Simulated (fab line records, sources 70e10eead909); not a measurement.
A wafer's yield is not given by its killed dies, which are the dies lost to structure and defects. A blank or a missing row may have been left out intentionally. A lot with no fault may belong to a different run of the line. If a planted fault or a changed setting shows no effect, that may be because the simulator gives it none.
Chamber matching + flow nand harc + 3 sister chambers for NHARC_P_BONDPAD_DEP_00 on pecvd-02
The step deposits SiCN, target thk 250 nm. 6 wafers are shown with their chamber, then 9 later ones without.

== WAFERS, EACH WITH ITS CHAMBER ==
| wafer  | chamber | heater power w (W) | susceptor temp C (C) |
|--------|---------|--------------------|----------------------|
| L089.3 | 1       | 589                | 369.73               |
| L090.4 | 1       | 479                | 369.94               |
| L090.6 | 0       | 495                | 369.91               |
| L092.1 | 0       | 558                | 369.85               |
| L092.4 | 2       | 549                | 369.98               |
| L092.5 | 2       | 569                | 369.99               |

== WAFERS WITHOUT THEIR CHAMBER ==
| wafer  | heater power w (W) | susceptor temp C (C) |
|--------|--------------------|----------------------|
| L093.2 | 557                | 370.04               |
| L093.4 | 549                | 369.98               |
| L093.5 | 550                | 369.91               |
| L096.2 | 577                | 369.89               |
| L096.4 | 602                | 370.02               |
| L096.5 | 536                | 369.99               |
| L097.1 | 543                | 369.93               |
| L097.2 | 598                | 370.23               |
| L097.5 | 549                | 369.93               |

== CHAMBER TAKEN BY EACH ==
| wafer  | from the rows above          | in truth |
|--------|------------------------------|----------|
| L093.2 | can't be placed: 2 or 0 or 1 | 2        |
| L093.4 | can't be placed: 2 or 0 or 1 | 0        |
| L093.5 | can't be placed: 0 or 2 or 1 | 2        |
| L096.2 | can't be placed: 0 or 1 or 2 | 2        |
| L096.4 | can't be placed: 2 or 0 or 1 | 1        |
| L096.5 | can't be placed: 2 or 0 or 1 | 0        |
| L097.1 | can't be placed: 0 or 2 or 1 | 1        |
| L097.2 | can't be placed: 2 or 0 or 1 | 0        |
| L097.5 | can't be placed: 2 or 0 or 1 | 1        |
Placed correctly: 0 of 9. From these rows, 9 cannot be placed; in 9 the true chamber is one of the candidates. Placed wrongly: 0.
How it was worked out, from the rows above alone: a wafer's distance from a chamber is the root of the sum, over the readings, of the square of ((its reading less the chamber's mean) divided by the reading's scatter). The wafer belongs to the nearest chamber; if the next one is less than 2 further off, it can't be placed. The mean given for a chamber averages the wafers shown for that chamber. How the scatter is found: for the shown wafers, subtract from each reading the mean of its chamber, square and add these, divide the total by (wafers less chambers), then take the root.
